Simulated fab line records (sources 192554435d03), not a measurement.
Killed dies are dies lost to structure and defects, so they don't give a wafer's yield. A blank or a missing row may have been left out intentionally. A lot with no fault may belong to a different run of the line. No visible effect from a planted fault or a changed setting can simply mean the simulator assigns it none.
The same fault as seen by 2 desks + flow n5_finfet + numbers are kept per desk, each desk with only its own; the story behind them comes last

FOR THE TOOL OWNER'S DESK: pecvd-04
The tool's own readings at N5_BEOL_M0_SAQP_PECVD_03 (deposits SiCN from 3MS/NH3, target thk 12 nm, time 21.1 s): means of the sampled wafers that have a number, for each lot that ran on this tool. The brackets show how far a lot's mean lies from the usual mean; more than 4 standard deviations puts the lot out of limits, marked OUT.
Columns: A = chamber_pressure_Torr at N5_BEOL_M0_SAQP_PECVD_03, usual 3.000 Torr; B = run_length_s at N5_BEOL_M0_SAQP_PECVD_03, usual 51.2 s; C = showerhead_plenum_p_Torr at N5_BEOL_M0_SAQP_PECVD_03, usual 3.665 Torr; D = throttle_valve_pct at N5_BEOL_M0_SAQP_PECVD_03, usual 9.0 %
| lot  | first seen here | A     | B               | C     | D   |
|------|-----------------|-------|-----------------|-------|-----|
| L767 | day 7 15:35     | 2.996 | 53.3            | 3.667 | 8.9 |
| L768 | day 7 21:28     | 2.998 | 54.8 (+6.2) OUT | 3.675 | 9.1 |
| L770 | day 8 06:08     | 3.003 | 58.0 (+12) OUT  | 3.667 | 8.8 |
| L782 | day 11 07:38    | 2.993 | 51.1            | 3.672 | 8.8 |
Finding of this desk: L768, L770 out of limits; the first was L768 at day 7 21:28, on run_length_s at N5_BEOL_M0_SAQP_PECVD_03. In limits: L767, L782.

FROM THE METROLOGY DESK
Lot by lot, what the gauges showed, no matter which tool ran the lot: averages of those sampled wafers that carry a number. The brackets show how far a lot's mean lies from the usual mean; more than 4 standard deviations puts the lot out of limits, marked OUT. Readings shown: 7 of its 10, picked as those furthest out on some lot.
Columns: A = DIBL_P at N5_BEOL_M4_RC_MEAS_101, usual 37.4 mV/V; B = IOFF_P at N5_BEOL_M4_RC_MEAS_101, usual 0.25 nA/um; C = ION_P at N5_BEOL_M4_RC_MEAS_101, usual 468 uA/um; D = SS_N at N5_BEOL_M4_RC_MEAS_101, usual 71.8 mV/dec; E = SS_P at N5_BEOL_M4_RC_MEAS_101, usual 73.6 mV/dec; F = VT_N at N5_BEOL_M4_RC_MEAS_101, usual 248 mV; G = VT_P at N5_BEOL_M4_RC_MEAS_101, usual -248 mV
| lot  | first seen here | A    | B    | C   | D    | E    | F   | G    |
|------|-----------------|------|------|-----|------|------|-----|------|
| L767 | day 9 23:50     | 36.6 | 0.26 | 472 | 72.1 | 73.9 | 247 | -246 |
| L768 | day 10 01:52    | 37.7 | 0.23 | 470 | 71.2 | 73.7 | 252 | -250 |
| L770 | day 10 20:37    | 38.7 | 0.23 | 464 | 72.2 | 74.3 | 246 | -252 |
| L777 | day 12 10:42    | 38.3 | 0.22 | 462 | 72.0 | 73.6 | 245 | -250 |
| L782 | day 13 13:27    | 35.3 | 0.26 | 476 | 71.7 | 73.5 | 251 | -246 |
Finding of this desk: none of the 5 lots has anything out of limits.

ALL TOGETHER
On L768, L770, at day 7 21:28, an alarm was possible from the tool owner's desk.
Metrology desk: nothing out of limits seen.
The metrology desk has L768, L770 on record, within its limits.
The lots listed all ran N5_BEOL_M0_SAQP_PECVD_03 on pecvd-04.

WHAT THE SIMULATOR HAD INSERTED
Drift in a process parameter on pecvd-04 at N5_BEOL_M0_SAQP_PECVD_03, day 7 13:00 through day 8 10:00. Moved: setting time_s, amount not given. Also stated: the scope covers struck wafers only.
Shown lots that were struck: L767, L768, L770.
Delay in hours, fault start to first out-of-limits reading, by desk: the tool owner's desk at 8.
